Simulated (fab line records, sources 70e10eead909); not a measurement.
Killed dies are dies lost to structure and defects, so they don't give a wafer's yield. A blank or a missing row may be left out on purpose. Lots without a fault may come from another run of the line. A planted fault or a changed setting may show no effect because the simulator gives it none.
Chamber matching | flow nand_harc | NHARC_A_CHANNEL_FILL_D2_ALD_25 on ald_hk-02: 4 sister chambers
The step deposits SiOx, target thk 60 nm, pulse time 10 s, ald cycles 600. 20 wafers are shown with their chamber, then 10 later ones without.

WAFERS WITH THEIR CHAMBER
wafer  | chamber | heater_power_w (W) | precursor_pulse_height_rel
L074.3 | 3       | 453                | 1.011
L074.4 | 1       | 454                | 1.015
L074.6 | 2       | 474                | 1.020
L076.4 | 2       | 461                | 1.003
L076.5 | 1       | 452                | 0.992
L076.6 | 0       | 445                | 0.968
L078.2 | 2       | 421                | 0.996
L078.4 | 1       | 431                | 1.029
L078.6 | 0       | 442                | 1.017
L080.1 | 2       | 430                | 1.022
L080.4 | 3       | 478                | 0.974
L080.5 | 0       | 430                | 0.986
L081.1 | 2       | 428                | 1.003
L081.2 | 0       | 451                | 1.010
L081.4 | 1       | 431                | 0.975
L084.1 | 2       | 431                | 0.969
L084.5 | 0       | 457                | 0.970
L084.6 | 1       | 437                | 1.016
L085.1 | 3       | 483                | 0.998
L085.3 | 0       | 445                | 1.006

SIGNATURES (means of the wafers above)
reading                    | chamber 0 | chamber 1 | chamber 2 | chamber 3 | scatter within a chamber
heater_power_w             | 445.00    | 441.00    | 440.83    | 471.33    | 15.2
precursor_pulse_height_rel | 0.99283   | 1.00540   | 1.00217   | 0.99433   | 0.0204
Rule: a wafer's distance from a chamber is the root of the sum, over the readings, of the square of ((its reading less the chamber's mean) divided by the reading's scatter). The wafer belongs to the nearest chamber; if the next one is less than 2 further off, it can't be placed. The scatter: the root of (the sum of the squares of (reading less its chamber's mean) over the shown wafers, divided by (wafers less chambers)).

WAFERS WITHOUT THEIR CHAMBER
wafer  | heater_power_w (W) | precursor_pulse_height_rel
L085.5 | 432                | 0.969
L091.2 | 437                | 0.995
L091.3 | 464                | 0.986
L091.5 | 486                | 0.998
L093.4 | 447                | 1.022
L093.5 | 442                | 0.987
L093.6 | 452                | 0.995
L097.1 | 444                | 0.960
L097.2 | 465                | 1.015
L097.5 | 441                | 1.008

WHICH CHAMBER EACH WENT THROUGH
wafer  | from the rows above               | in truth
L085.5 | can't be placed: 0 or 2 or 1 or 3 | 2
L091.2 | can't be placed: 2 or 0 or 1 or 3 | 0
L091.3 | can't be placed: 3 or 0 or 2 or 1 | 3
L091.5 | can't be placed: 3 or 0 or 2 or 1 | 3
L093.4 | can't be placed: 1 or 2 or 0 or 3 | 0
L093.5 | can't be placed: 0 or 2 or 1 or 3 | 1
L093.6 | can't be placed: 0 or 2 or 1 or 3 | 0
L097.1 | can't be placed: 0 or 2 or 1 or 3 | 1
L097.2 | can't be placed: 3 or 1 or 0 or 2 | 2
L097.5 | can't be placed: 1 or 2 or 0 or 3 | 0
Placed correctly: 0 of 10. Can't be placed from these rows: 10 (the true chamber is among the candidates in 10). Placed wrongly: 0.
